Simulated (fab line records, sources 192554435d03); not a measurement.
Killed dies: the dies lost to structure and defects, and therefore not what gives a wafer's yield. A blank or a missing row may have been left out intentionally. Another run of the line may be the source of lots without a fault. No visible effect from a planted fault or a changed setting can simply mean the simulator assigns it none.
Split-lot experiment :: flow n5 finfet :: 39 wafers read from 7 lots, route of 1938 steps

ON THE SPLIT
At N5_FIN_CUT_ETCH_21 (etches SOC in N2/H2, target depth 219 nm, overetch 43.8 nm, time 523.5 s), the setting time s was moved away from the recipe's 523.5 s on 18 of the 39 wafers read, by -21.9% to +21.8%. This setting was run at the recipe's value on the other wafers.

The split's own step is where the reading is taken.

THE READING
SiARC_of_FIN_CUT_COAT_19.thk nm (the simulator's own value, which no gauge read), in nm, at N5_FIN_CUT_ETCH_21 (etches SOC in N2/H2, target depth 219 nm, overetch 43.8 nm, time 523.5 s). No usual value for it is given in the file. The 21 wafers here that ran the recipe average 12.0 nm, standard deviation 0.29 nm.

wafer: L074.1
tool, chamber at the split: rie diel-01, 2
time s as run, s: 523.5
against the recipe: recipe
SiARC_of_FIN_CUT_COAT_19.thk nm, nm: 11.8
against lot-mates on the recipe: -

wafer: L074.5
tool, chamber at the split: rie diel-01, 2
time s as run, s: 523.5
against the recipe: recipe
SiARC_of_FIN_CUT_COAT_19.thk nm, nm: 11.8
against lot-mates on the recipe: -

wafer: L074.3
tool, chamber at the split: rie diel-01, 0
time s as run, s: 523.5
against the recipe: recipe
SiARC_of_FIN_CUT_COAT_19.thk nm, nm: 11.6
against lot-mates on the recipe: -

wafer: L081.1
tool, chamber at the split: rie diel-01, 2,0,0
time s as run, s: 523.5
against the recipe: recipe
SiARC_of_FIN_CUT_COAT_19.thk nm, nm: 11.6
against lot-mates on the recipe: -

wafer: L081.3
tool, chamber at the split: rie diel-01, 2,0,0
time s as run, s: 523.5
against the recipe: recipe
SiARC_of_FIN_CUT_COAT_19.thk nm, nm: 11.6
against lot-mates on the recipe: -

wafer: L081.4
tool, chamber at the split: rie diel-01, 2,0,0
time s as run, s: 523.5
against the recipe: recipe
SiARC_of_FIN_CUT_COAT_19.thk nm, nm: 11.6
against lot-mates on the recipe: -

wafer: L081.2
tool, chamber at the split: rie diel-01, 3
time s as run, s: 629.3
against the recipe: +20.2%
SiARC_of_FIN_CUT_COAT_19.thk nm, nm: 10.4
against lot-mates on the recipe: -1.2

wafer: L081.5
tool, chamber at the split: rie diel-01, 3
time s as run, s: 629.3
against the recipe: +20.2%
SiARC_of_FIN_CUT_COAT_19.thk nm, nm: 10.4
against lot-mates on the recipe: -1.2

wafer: L081.6
tool, chamber at the split: rie diel-01, 2
time s as run, s: 629.3
against the recipe: +20.2%
SiARC_of_FIN_CUT_COAT_19.thk nm, nm: 10.2
against lot-mates on the recipe: -1.4

wafer: L083.1
tool, chamber at the split: rie diel-05, 2
time s as run, s: 408.9
against the recipe: -21.9%
SiARC_of_FIN_CUT_COAT_19.thk nm, nm: 13.8
against lot-mates on the recipe: +1.3

wafer: L083.6
tool, chamber at the split: rie diel-05, 2
time s as run, s: 408.9
against the recipe: -21.9%
SiARC_of_FIN_CUT_COAT_19.thk nm, nm: 13.8
against lot-mates on the recipe: +1.3

wafer: L083.2
tool, chamber at the split: rie diel-05, 0
time s as run, s: 523.5
against the recipe: recipe
SiARC_of_FIN_CUT_COAT_19.thk nm, nm: 12.4
against lot-mates on the recipe: -

wafer: L083.5
tool, chamber at the split: rie diel-05, 0
time s as run, s: 523.5
against the recipe: recipe
SiARC_of_FIN_CUT_COAT_19.thk nm, nm: 12.4
against lot-mates on the recipe: -

wafer: L083.3
tool, chamber at the split: rie diel-05, 1
time s as run, s: 523.5
against the recipe: recipe
SiARC_of_FIN_CUT_COAT_19.thk nm, nm: 12.6
against lot-mates on the recipe: -

wafer: L083.4
tool, chamber at the split: rie diel-05, 1
time s as run, s: 408.9
against the recipe: -21.9%
SiARC_of_FIN_CUT_COAT_19.thk nm, nm: 14.2
against lot-mates on the recipe: +1.7

wafer: L085.1
tool, chamber at the split: rie diel-05, 1
time s as run, s: 463.3
against the recipe: -11.5%
SiARC_of_FIN_CUT_COAT_19.thk nm, nm: 13.2
against lot-mates on the recipe: +1.0

wafer: L085.2
tool, chamber at the split: rie diel-05, 0
time s as run, s: 463.3
against the recipe: -11.5%
SiARC_of_FIN_CUT_COAT_19.thk nm, nm: 13
against lot-mates on the recipe: +0.8

wafer: L085.3
tool, chamber at the split: rie diel-05, 3
time s as run, s: 523.5
against the recipe: recipe
SiARC_of_FIN_CUT_COAT_19.thk nm, nm: 12
against lot-mates on the recipe: -

wafer: L085.4
tool, chamber at the split: rie diel-05, 2
time s as run, s: 463.3
against the recipe: -11.5%
SiARC_of_FIN_CUT_COAT_19.thk nm, nm: 12.8
against lot-mates on the recipe: +0.6

wafer: L085.5
tool, chamber at the split: rie diel-05, 0
time s as run, s: 523.5
against the recipe: recipe
SiARC_of_FIN_CUT_COAT_19.thk nm, nm: 12.2
against lot-mates on the recipe: -

wafer: L085.6
tool, chamber at the split: rie diel-05, 1
time s as run, s: 523.5
against the recipe: recipe
SiARC_of_FIN_CUT_COAT_19.thk nm, nm: 12.4
against lot-mates on the recipe: -

wafer: L089.1
tool, chamber at the split: rie diel-03, 3
time s as run, s: 523.5
against the recipe: recipe
SiARC_of_FIN_CUT_COAT_19.thk nm, nm: 11.8
against lot-mates on the recipe: -

wafer: L089.2
tool, chamber at the split: rie diel-03, 0
time s as run, s: 471.8
against the recipe: -9.9%
SiARC_of_FIN_CUT_COAT_19.thk nm, nm: 12.4
against lot-mates on the recipe: +0.4

wafer: L089.5
tool, chamber at the split: rie diel-03, 0
time s as run, s: 471.8
against the recipe: -9.9%
SiARC_of_FIN_CUT_COAT_19.thk nm, nm: 12.4
against lot-mates on the recipe: +0.4

wafer: L089.3
tool, chamber at the split: rie diel-03, 1
time s as run, s: 471.8
against the recipe: -9.9%
SiARC_of_FIN_CUT_COAT_19.thk nm, nm: 12.6
against lot-mates on the recipe: +0.6

wafer: L089.4
tool, chamber at the split: rie diel-03, 2
time s as run, s: 523.5
against the recipe: recipe
SiARC_of_FIN_CUT_COAT_19.thk nm, nm: 12.2
against lot-mates on the recipe: -

wafer: L089.6
tool, chamber at the split: rie diel-03, 3
time s as run, s: 523.5
against the recipe: recipe
SiARC_of_FIN_CUT_COAT_19.thk nm, nm: 12
against lot-mates on the recipe: -

wafer: L091.1
tool, chamber at the split: rie diel-05, 2
time s as run, s: 523.5
against the recipe: recipe
SiARC_of_FIN_CUT_COAT_19.thk nm, nm: 12
against lot-mates on the recipe: -

wafer: L091.5
tool, chamber at the split: rie diel-05, 2
time s as run, s: 523.5
against the recipe: recipe
SiARC_of_FIN_CUT_COAT_19.thk nm, nm: 12
against lot-mates on the recipe: -

wafer: L091.2
tool, chamber at the split: rie diel-05, 1
time s as run, s: 437
against the recipe: -16.5%
SiARC_of_FIN_CUT_COAT_19.thk nm, nm: 13.6
against lot-mates on the recipe: +1.5

wafer: L091.3
tool, chamber at the split: rie diel-05, 0,3
time s as run, s: 437
against the recipe: -16.5%
SiARC_of_FIN_CUT_COAT_19.thk nm, nm: 13.4
against lot-mates on the recipe: +1.3

wafer: L091.4
tool, chamber at the split: rie diel-05, 0,3
time s as run, s: 437
against the recipe: -16.5%
SiARC_of_FIN_CUT_COAT_19.thk nm, nm: 13.4
against lot-mates on the recipe: +1.3

wafer: L091.6
tool, chamber at the split: rie diel-05, 3
time s as run, s: 523.5
against the recipe: recipe
SiARC_of_FIN_CUT_COAT_19.thk nm, nm: 12.2
against lot-mates on the recipe: -

wafer: L092.1
tool, chamber at the split: rie diel-05, 1
time s as run, s: 637.5
against the recipe: +21.8%
SiARC_of_FIN_CUT_COAT_19.thk nm, nm: 10.8
against lot-mates on the recipe: -1.3

wafer: L092.2
tool, chamber at the split: rie diel-05, 3
time s as run, s: 523.5
against the recipe: recipe
SiARC_of_FIN_CUT_COAT_19.thk nm, nm: 12.2
against lot-mates on the recipe: -

wafer: L092.6
tool, chamber at the split: rie diel-05, 3
time s as run, s: 523.5
against the recipe: recipe
SiARC_of_FIN_CUT_COAT_19.thk nm, nm: 12.2
against lot-mates on the recipe: -

wafer: L092.3
tool, chamber at the split: rie diel-05, 0
time s as run, s: 637.5
against the recipe: +21.8%
SiARC_of_FIN_CUT_COAT_19.thk nm, nm: 10.4
against lot-mates on the recipe: -1.7

wafer: L092.4
tool, chamber at the split: rie diel-05, 2
time s as run, s: 523.5
against the recipe: recipe
SiARC_of_FIN_CUT_COAT_19.thk nm, nm: 12
against lot-mates on the recipe: -

wafer: L092.5
tool, chamber at the split: rie diel-05, 0
time s as run, s: 637.5
against the recipe: +21.8%
SiARC_of_FIN_CUT_COAT_19.thk nm, nm: 10.6
against lot-mates on the recipe: -1.5
When a row names more than one chamber, that row covers several wafers, and the file does not tell which wafer ran in which chamber.

THE FIT
A straight line over all 39 wafers: SiARC_of_FIN_CUT_COAT_19.thk nm changes by -0.0783 nm for each +1% of time s; r = -0.96; the points scatter about the line by 0.28 nm.
The same after taking each lot's own level away (the mean of its wafers on the recipe; 39 wafers): -0.0686 nm for each +1%; r = -0.98; scatter 0.17 nm.
The reading moves by 1.5 nm for the largest change in time s, on that fit.
Measured against the standard deviation above, the lots' own levels, which go from 11.60 to 12.47 nm, span 3.0 times it.
Thus the slope moves with the lot-to-lot level: the two fits are different.
Check: +1.53 nm against its lot-mates is what the line predicts for one of the wafers moved furthest among these (-21.9%) when that wafer is left out of the fit. Against them it came out at +1.33 nm.

FURTHER SPLITS ON THESE WAFERS
Before the reading, these wafers also passed through other splits. Each is held against what the fit with the lots' levels taken away leaves over:
other split on the same wafers: N5_FIN_SAQP_MANDREL_ETCH_22 target depth a
wafers away from the commonest value: 15
r with SiARC_of_FIN_CUT_COAT_19.thk nm (lot level and that fit taken away): +0.10

FILE'S OWN FIT
SiARC_of_FIN_CUT_COAT_19.thk nm changes by -0.0687 nm for each +1% of time s, r = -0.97.
